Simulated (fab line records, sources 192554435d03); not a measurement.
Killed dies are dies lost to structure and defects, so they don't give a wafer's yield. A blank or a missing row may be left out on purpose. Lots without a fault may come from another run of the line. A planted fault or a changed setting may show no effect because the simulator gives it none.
Split-lot experiment | flow n5_finfet | 7 lots, 39 wafers read, on a route of 1938 steps

THE SPLIT
At N5_DUMMY_GATE_ETCH_37 (etches SOC in N2/H2, target depth 60 nm, overetch 30 nm), the setting source_w was moved away from the recipe's 840 W on 18 of the 39 wafers read, by -10.4% to +18.1%. The other wafers ran this setting at the recipe's value.

The reading is taken at the split's own step.

THE READING
rf_vpp_V, in V, at N5_DUMMY_GATE_ETCH_37 (etches SOC in N2/H2, target depth 60 nm, overetch 30 nm). Fault-free wafers of this fab line usually give 524 V, standard deviation 3.1 V.

wafer  | tool, chamber at the split | source_w as run, W | against the recipe | rf_vpp_V, V | against lot-mates on the recipe
L075.1 | rie_diel-01, 2             | 840                | recipe             | 526         | -
L075.2 | rie_diel-01, 3             | 789.2              | -6.0%              | 537         | +13
L075.3 | rie_diel-01, 1             | 840                | recipe             | 520         | -
L075.4 | rie_diel-01, 0             | 840                | recipe             | 527         | -
L075.5 | rie_diel-01, 1             | 789.2              | -6.0%              | 530         | +6
L075.6 | rie_diel-01, 0             | 789.2              | -6.0%              | 538         | +14
L076.1 | rie_diel-01, 1             | 840                | recipe             | 520         | -
L076.2 | rie_diel-01, 2             | 840                | recipe             | 527         | -
L076.3 | rie_diel-01, 3             | 986.7              | +17.5%             | 498         | -26
L076.4 | rie_diel-01, 0             | 840                | recipe             | 525         | -
L076.5 | rie_diel-01, 1             | 986.7              | +17.5%             | 492         | -32
L076.6 | rie_diel-01, 2             | 986.7              | +17.5%             | 499         | -25
L077.1 | rie_diel-01, 2             | 970.8              | +15.6%             | 502         | -22
L077.2 | rie_diel-01, 3             | 970.8              | +15.6%             | 503         | -21
L077.3 | rie_diel-01, 0             | 840                | recipe             | 525         | -
L077.4 | rie_diel-01, 1             | 970.8              | +15.6%             | 494         | -30
L077.5 | rie_diel-01, 2             | 840                | recipe             | 527         | -
L077.6 | rie_diel-01, 1             | 840                | recipe             | 519         | -
L082.1 | rie_diel-01, 2             | 992.4              | +18.1%             | 499         | -28
L082.2 | rie_diel-01, 1             | 840                | recipe             | 529         | -
L082.3 | rie_diel-01, 0             | 840                | recipe             | 525         | -
L082.4 | rie_diel-01, 3             | 992.4              | +18.1%             | 498         | -29
L082.5 | rie_diel-01, 2             | 992.4              | +18.1%             | 499         | -28
L082.6 | rie_diel-01, 3             | 840                | recipe             | 527         | -
L083.1 | rie_diel-03, 2             | 840                | recipe             | 527         | -
L083.2 | rie_diel-03, 0             | 840                | recipe             | 525         | -
L083.3 | rie_diel-03, 3             | 752.7              | -10.4%             | 538         | +12
L083.4 | rie_diel-03, 2             | 752.7              | -10.4%             | 545         | +19
L083.5 | rie_diel-03, 0             | 840                | recipe             | 526         | -
L083.6 | rie_diel-03, 3             | 752.7              | -10.4%             | 538         | +12
L087.2 | rie_diel-05, 3             | 840                | recipe             | 520         | -
L087.3 | rie_diel-05, 0             | 840                | recipe             | 523         | -
L087.4 | rie_diel-05, 1             | 840                | recipe             | 523         | -
L089.1 | rie_diel-05, 0             | 840                | recipe             | 523         | -
L089.2 | rie_diel-05, 1             | 914.2              | +8.8%              | 509         | -14
L089.3 | rie_diel-05, 3             | 840                | recipe             | 523         | -
L089.4 | rie_diel-05, 2             | 914.2              | +8.8%              | 506         | -17
L089.5 | rie_diel-05, 0             | 914.2              | +8.8%              | 508         | -15
L089.6 | rie_diel-05, 3             | 840                | recipe             | 522         | -

THE FIT
A straight line over all 39 wafers: rf_vpp_V changes by -1.56 V for each +1% of source_w; r = -0.97; the points scatter about the line by 3.2 V.
The same after taking each lot's own level away (the mean of its wafers on the recipe; 39 wafers): -1.56 V for each +1%; r = -0.98; scatter 2.7 V.
On that fit, the largest move of source_w shifts the reading by 28 V.
The lots' own levels span 522.0 to 527.0 V, that is 1.6 times the standard deviation above.
So the lot-to-lot level changes the slope little: the two slopes agree.
Check: with one of the wafers moved furthest among these (+18.1%) left out of the fit, the line predicts -28.4 V for it against its lot-mates. It came out at -28 V against them.
Tool readings at the split's step, against how far the setting was moved: rf_vpp_V r = -0.97.

OTHER SPLITS ON THESE WAFERS
These wafers also went through other splits before the reading. Each is held against what the fit with the lots' levels taken away leaves over:
other split on the same wafers  | wafers away from the commonest value | r with rf_vpp_V (lot level and that fit taken away)
N5_FIN_CUT_CUT_ETCH_15 time_s   | 12                                   | -0.13
N5_DUMMY_GATE_EXPOSE_12 dose_mj | 15                                   | -0.23

THE WHOLE CHAIN: every reading that the file lists as answering this split, in the file's order
step                  | what it does                                            | reading                                                                             | change (the file's fit)                | r (the file's)
N5_DUMMY_GATE_ETCH_37 | etches SOC in N2/H2, target depth 60 nm, overetch 30 nm | rf_vpp_V                                                                            | -1.57 V for each +1% of the setting    | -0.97
N5_DUMMY_GATE_ETCH_37 | etches SOC in N2/H2, target depth 60 nm, overetch 30 nm | SiARC_of_DUMMY_GATE_COAT_35.thk_nm (the simulator's own value, which no gauge read) | -0.0268 nm for each +1% of the setting | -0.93

THE FILE'S OWN FIT
rf_vpp_V changes by -1.57 V for each +1% of source_w, r = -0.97.
